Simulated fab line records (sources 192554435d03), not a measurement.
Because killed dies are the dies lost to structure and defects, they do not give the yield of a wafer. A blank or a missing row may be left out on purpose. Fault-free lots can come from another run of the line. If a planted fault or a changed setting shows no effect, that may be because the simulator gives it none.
Split-lot study    flow n5 finfet    39 wafers read from 7 lots, route of 1938 steps

THE SPLIT
At N5_BEOL_M8_HM_DEP_02 (deposits TiN, target thk 20 nm), the setting target thk a was moved away from the recipe's 200 angstrom on 15 of the 39 wafers read, by -59.7% to -16.5%. For the rest of the wafers, this setting stayed at what the recipe calls for.

FROM THE SPLIT TO THE READING: what the file shows between them, 4 steps
- N5_BEOL_M8_COAT_59: time 60 s, resist thk 100 nm
- N5_BEOL_M8_COAT_60: time 60 s, resist thk 35 nm
- N5_BEOL_M8_STRIP_68: strips in N2/H2
- N5_BEOL_M8_STRIP_67: strips in CF4

THE READING
etch.depth nm (the simulator's own value, which no gauge read), in nm, at N5_BEOL_M8_HM_OPEN_17 (chemistry Cl2/BCl3, target TiN, target depth 20 nm, overetch 6 nm). No usual value for it is given in the file. Here, 24 wafers ran the recipe; their average is 20.313 nm with a standard deviation of 0.16 nm.

wafer   tool, chamber at the split  target thk a as run, angstrom  against the recipe  etch.depth nm, nm  against lot-mates on the recipe
L076.1  pvd sputter-01, -           200                            recipe              20.24              -
L076.2  pvd sputter-01, -           200                            recipe              20.27              -
L076.3  pvd sputter-01, -           200                            recipe              20.5               -
L076.4  pvd sputter-01, -           200                            recipe              20.26              -
L076.5  pvd sputter-01, -           200                            recipe              20.41              -
L076.6  pvd sputter-01, -           200                            recipe              20.39              -
L077.1  pvd sputter-02, -           80.63                          -59.7%              8.035              -11.985
L077.2  pvd sputter-02, -           80.63                          -59.7%              7.939              -12.081
L077.3  pvd sputter-02, -           200                            recipe              20.11              -
L077.4  pvd sputter-02, -           200                            recipe              19.92              -
L077.5  pvd sputter-02, -           80.63                          -59.7%              8.154              -11.866
L077.6  pvd sputter-02, -           200                            recipe              20.03              -
L086.1  pvd sputter-02, -           200                            recipe              20.14              -
L086.2  pvd sputter-02, -           137.4                          -31.3%              13.85              -6.440
L086.3  pvd sputter-02, -           137.4                          -31.3%              14.1               -6.190
L086.4  pvd sputter-02, -           200                            recipe              20.39              -
L086.5  pvd sputter-02, -           137.4                          -31.3%              13.83              -6.460
L086.6  pvd sputter-02, -           200                            recipe              20.34              -
L087.1  pvd sputter-02, -           165.3                          -17.3%              16.98              -3.457
L087.2  pvd sputter-02, -           200                            recipe              20.26              -
L087.3  pvd sputter-02, -           200                            recipe              20.38              -
L087.4  pvd sputter-02, -           165.3                          -17.3%              16.92              -3.517
L087.5  pvd sputter-02, -           200                            recipe              20.67              -
L087.6  pvd sputter-02, -           165.3                          -17.3%              16.88              -3.557
L091.1  pvd sputter-02, -           84.92                          -57.5%              8.57               -11.777
L091.2  pvd sputter-02, -           200                            recipe              20.5               -
L091.3  pvd sputter-02, -           200                            recipe              20.35              -
L091.4  pvd sputter-02, -           200                            recipe              20.19              -
L091.5  pvd sputter-02, -           84.92                          -57.5%              8.751              -11.596
L091.6  pvd sputter-02, -           84.92                          -57.5%              8.553              -11.794
L092.1  pvd sputter-02, -           200                            recipe              20.47              -
L092.2  pvd sputter-02, -           200                            recipe              20.32              -
L092.3  pvd sputter-02, -           166.9                          -16.5%              16.83              -3.503
L092.4  pvd sputter-02, -           200                            recipe              20.21              -
L092.5  pvd sputter-02, -           166.9                          -16.5%              16.77              -3.563
L092.6  pvd sputter-02, -           166.9                          -16.5%              16.91              -3.423
L096.2  pvd sputter-02, -           200                            recipe              20.47              -
L096.4  pvd sputter-02, -           200                            recipe              20.26              -
L096.6  pvd sputter-02, -           200                            recipe              20.43              -

THE FIT
A straight line over all 39 wafers: etch.depth nm changes by +0.204 nm for each +1% of target thk a; r = +1.00; the points scatter about the line by 0.15 nm.
The same after taking each lot's own level away (the mean of its wafers on the recipe; 39 wafers): +0.202 nm for each +1%; r = +1.00; scatter 0.12 nm.
The reading moves by 12 nm for the largest change in target thk a, on that fit.
The span of the lots' own levels, 20.0200 to 20.4367 nm, comes to 2.6 times the standard deviation stated above.
The two slopes are in agreement: the lot-to-lot level therefore moves the slope only a little.
Check: -12.1 nm against its lot-mates is what the line predicts for one of the wafers moved furthest among these (-59.7%) when that wafer is left out of the fit. Against them it came out at -12 nm.

THESE WAFERS: OTHER SPLITS
Before the reading, these wafers also passed through other splits. Each is held against what the fit with the lots' levels taken away leaves over:
other split on the same wafers               wafers away from the commonest value  r with etch.depth nm (lot level and that fit taken away)
N5_FIN_SAQP_SPACER1_ALD_24 ald cycles        15                                    +0.09
N5_SD_EPI_N_ETCH_16 target depth a           12                                    +0.15
N5_HKMG_FIN_HK_ALD_01 ald cycles             6                                     +0.02
N5_MOL_CONTACT_COAG_ETCH_106 target depth a  18                                    -0.27
N5_BEOL_M0_SAQP_DESCUM_19 time s             15                                    -0.03

THE WHOLE CHAIN: every reading that the file lists as answering this split, in the file's order
step                   what it does                                                       reading                                                                           change (the file's fit)                r (the file's)
N5_BEOL_M8_HM_DEP_02   deposits TiN, target thk 20 nm                                     TiN_of_BEOL_M8_HM_DEP_02.thk nm (the simulator's own value, which no gauge read)  +0.203 nm for each +1% of the setting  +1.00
N5_BEOL_M8_HM_OPEN_17  chemistry Cl2/BCl3, target TiN, target depth 20 nm, overetch 6 nm  etch.depth nm (the simulator's own value, which no gauge read)                    +0.203 nm for each +1% of the setting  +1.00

FILE'S OWN FIT
etch.depth nm changes by +0.203 nm for each +1% of target thk a, r = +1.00.
